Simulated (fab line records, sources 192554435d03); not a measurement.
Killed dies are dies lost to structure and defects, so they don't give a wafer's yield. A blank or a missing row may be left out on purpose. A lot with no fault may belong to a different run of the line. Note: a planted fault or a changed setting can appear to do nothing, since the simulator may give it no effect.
Split-lot experiment    flow n5-finfet    21 wafers read from 7 lots, route of 1938 steps

== THE SPLIT ==
At N5_MOL_CONTACT_COAG_ALD_27 (deposits SiOC, target thk 17 nm, pulse time 1.5 s, time 2720 s), the setting ald-cycles was moved away from the recipe's 340 on 6 of the 21 wafers read, by -13.2% to +14.1%. For the rest of the wafers, this setting stayed at what the recipe calls for.

The reading is taken at the split's own step.

== THE READING ==
SiOC_of_MOL_CONTACT_COAG_ALD_27.thk-nm (the simulator's own value, which no gauge read), in nm, at N5_MOL_CONTACT_COAG_ALD_27 (deposits SiOC, target thk 17 nm, pulse time 1.5 s, time 2720 s). The file does not state a usual value for it. Here, 15 wafers ran the recipe; their average is 17.0 nm with a standard deviation of 0.08 nm.

wafer   tool, chamber at the split  ald-cycles as run  against the recipe  SiOC_of_MOL_CONTACT_COAG_ALD_27.thk-nm, nm  against lot-mates on the recipe
L078.1  ald-sin-02, 3,2,1           340                recipe              17                                          -
L078.2  ald-sin-02, 3,2,1           340                recipe              17                                          -
L078.6  ald-sin-02, 3,2,1           340                recipe              17                                          -
L079.1  ald-sin-03, 1,3             295                -13.2%              14.8                                        -2.2
L079.3  ald-sin-03, 1,3             295                -13.2%              14.8                                        -2.2
L079.5  ald-sin-03, 1               340                recipe              17                                          -
L080.2  ald-sin-04, 1,2             340                recipe              17                                          -
L080.4  ald-sin-04, 1,2             340                recipe              17                                          -
L080.3  ald-sin-04, 3               301                -11.5%              15                                          -2.0
L082.2  ald-sin-03, 3,2,1           340                recipe              16.8                                        -
L082.5  ald-sin-03, 3,2,1           340                recipe              16.8                                        -
L082.6  ald-sin-03, 3,2,1           340                recipe              16.8                                        -
L084.4  ald-sin-02, 3               364                +7.1%               18.2                                        +1.2
L084.6  ald-sin-02, 3               364                +7.1%               18.2                                        +1.2
L084.5  ald-sin-02, 2               340                recipe              17                                          -
L093.1  ald-sin-02, 1,3             340                recipe              17                                          -
L093.4  ald-sin-02, 1,3             340                recipe              17                                          -
L093.3  ald-sin-02, 2               388                +14.1%              19.4                                        +2.4
L097.1  ald-sin-04, 1,3,2           340                recipe              17                                          -
L097.3  ald-sin-04, 1,3,2           340                recipe              17                                          -
L097.6  ald-sin-04, 1,3,2           340                recipe              17                                          -
Rows listing several chambers each stand for several wafers; the file does not say which wafer went through which chamber.

FIT RESULTS
A straight line over all 21 wafers: SiOC_of_MOL_CONTACT_COAG_ALD_27.thk-nm changes by +0.169 nm for each +1% of ald-cycles; r = +1.00; the points scatter about the line by 0.077 nm.
The same after taking each lot's own level away (the mean of its wafers on the recipe; 21 wafers): +0.169 nm for each +1%; r = +1.00; scatter 0.019 nm.
The reading moves by 2.4 nm for the largest change in ald-cycles, on that fit.
The span of the lots' own levels, 16.80 to 17.00 nm, comes to 2.5 times the standard deviation stated above.
Consequently the slope shifts little with the lot-to-lot level, the two slopes agreeing.
Check: with one of the wafers moved furthest among these (+14.1%) left out of the fit, the line predicts +2.38 nm for it against its lot-mates. It came out at +2.4 nm against them.

== FURTHER SPLITS ON THESE WAFERS ==
Note: prior to the reading, these wafers also went through further splits. Each is held against what the fit with the lots' levels taken away leaves over:
other split on the same wafers  wafers away from the commonest value  r with SiOC_of_MOL_CONTACT_COAG_ALD_27.thk-nm (lot level and that fit taken away)
N5_GATE_CUT_EXPOSE_10 dose-mj   10                                    -0.49
N5_GATE_CUT_CUT_ETCH_53 icp-w   6                                     +0.26

== FILE'S OWN FIT ==
SiOC_of_MOL_CONTACT_COAG_ALD_27.thk-nm changes by +0.17 nm for each +1% of ald-cycles, r = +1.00.
